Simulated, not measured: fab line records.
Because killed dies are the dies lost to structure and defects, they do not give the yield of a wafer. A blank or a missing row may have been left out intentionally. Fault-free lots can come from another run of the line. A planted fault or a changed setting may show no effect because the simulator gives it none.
Split-lot experiment | flow n5 finfet | route with 1938 steps; 7 lots, 21 wafers read

== THE SPLIT ==
At N5_BEOL_M15_EXPOSE_25 (exposes mask M15, target cd 400 nm), the setting dose mj was moved away from the recipe's 35.5 on 8 of the 21 wafers read, by -3.4% to +6.8%. For the rest of the wafers, this setting stayed at what the recipe calls for.

== FROM THE SPLIT TO THE READING: what the file shows between them, 3 steps ==
- N5_BEOL_M15_PEB_26: peb time 90 s (also split here: peb time s)
- N5_BEOL_M15_DEVELOP_27: develop time 45 s
- N5_BEOL_M15_HARDBAKE_32: time 120 s

== THE READING ==
cd nm (nm) at N5_BEOL_M15_CD_MEAS_28, where the cd target is 407.6 nm. Typical for fault-free wafers on this fab line: 408.5 nm, with standard deviation 1.8 nm.

wafer  | tool, chamber at the split | dose mj as run | against the recipe | cd nm, nm | against lot-mates on the recipe
L077.4 | krf scanner-02, 0          | 34.31          | -3.4%              | 400.8     | -5.0
L077.5 | krf scanner-02, 0          | 35.5           | recipe             | 405.8     | -
L077.6 | krf scanner-02, 0          | 34.31          | -3.4%              | 402.8     | -3.0
L082.2 | krf scanner-01, 0          | 35.5           | recipe             | 408.6     | -
L082.5 | krf scanner-01, 0          | 35.5           | recipe             | 408.7     | -
L082.6 | krf scanner-01, 0          | 35.5           | recipe             | 407.1     | -
L085.3 | krf scanner-02, 0          | 37.34          | +5.2%              | 419.1     | +11.9
L085.4 | krf scanner-02, 0          | 35.5           | recipe             | 407.2     | -
L085.5 | krf scanner-02, 0          | 37.34          | +5.2%              | 416.0     | +8.8
L087.3 | krf scanner-01, 0          | 36.67          | +3.3%              | 418.9     | +7.1
L087.4 | krf scanner-01, 0          | 35.5           | recipe             | 411.8     | -
L087.6 | krf scanner-01, 0          | 36.67          | +3.3%              | 413.2     | +1.4
L091.1 | krf scanner-02, 0          | 35.5           | recipe             | 413.0     | -
L091.2 | krf scanner-02, 0          | 36.6           | +3.1%              | 415.4     | +4.8
L091.3 | krf scanner-02, 0          | 35.5           | recipe             | 408.1     | -
L092.1 | krf scanner-02, 0          | 35.5           | recipe             | 401.5     | -
L092.3 | krf scanner-02, 0          | 35.5           | recipe             | 406.2     | -
L092.5 | krf scanner-02, 0          | 37.93          | +6.8%              | 418.5     | +14.6
L095.1 | krf scanner-02, 0          | 35.5           | recipe             | 408.4     | -
L095.2 | krf scanner-02, 0          | 35.5           | recipe             | 409.9     | -
L095.5 | krf scanner-02, 0          | 35.5           | recipe             | 408.7     | -

FIT RESULTS
A straight line over all 21 wafers: cd nm changes by +1.84 nm for each +1% of dose mj; r = +0.88; the points scatter about the line by 2.7 nm.
The same after taking each lot's own level away (the mean of its wafers on the recipe; 21 wafers): +1.77 nm for each +1%; r = +0.93; scatter 1.9 nm.
Per that fit: largest dose mj move, reading shift of 12 nm.
Across the lots, their own levels run from 403.85 to 411.80 nm, a range of 4.4 times the standard deviation given above.
Consequently the slope shifts little with the lot-to-lot level, the two slopes agreeing.
Check: +11.3 nm against its lot-mates is what the line predicts for one of the wafers moved furthest among these (+6.8%) when that wafer is left out of the fit. It came out at +14.6 nm against them.

== THESE WAFERS: OTHER SPLITS ==
Other splits were also applied to these wafers ahead of the reading. Each is held against what the fit with the lots' levels taken away leaves over:
other split on the same wafers | wafers away from the commonest value | r with cd nm (lot level and that fit taken away)
N5_BEOL_M14_PEB_08 peb temp c  | 4                                    | +0.55
N5_BEOL_M15_PEB_26 peb time s  | 8                                    | +0.30

== THE WHOLE CHAIN: every reading that the file lists as answering this split, in the file's order ==
step                       | what it does                                                            | reading                                                         | change (the file's fit)              | r (the file's)
N5_BEOL_M15_CD_MEAS_28     | target cd 407.6 nm                                                      | cd nm                                                           | +1.86 nm for each +1% of the setting | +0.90
N5_BEOL_M15_DESCUM_33      | chemistry O2, time 7.9 s                                                | BEOL_M15.cd nm (the simulator's own value, which no gauge read) | +1.82 nm for each +1% of the setting | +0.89
N5_BEOL_M15_ETCH_61        | etches BARC in N2/H2, target depth 89 nm, overetch 26.7 nm, time 67.9 s | BEOL_M15.cd nm (the simulator's own value, which no gauge read) | +1.9 nm for each +1% of the setting  | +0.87
N5_BEOL_M15_TRENCH_ETCH_34 | etches SiO2 in C4F8/O2/Ar, target depth 872.93 nm, time 199 s           | BEOL_M15.cd nm (the simulator's own value, which no gauge read) | +2 nm for each +1% of the setting    | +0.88

== THE FILE'S OWN FIT ==
cd nm changes by +1.86 nm for each +1% of dose mj, r = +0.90.
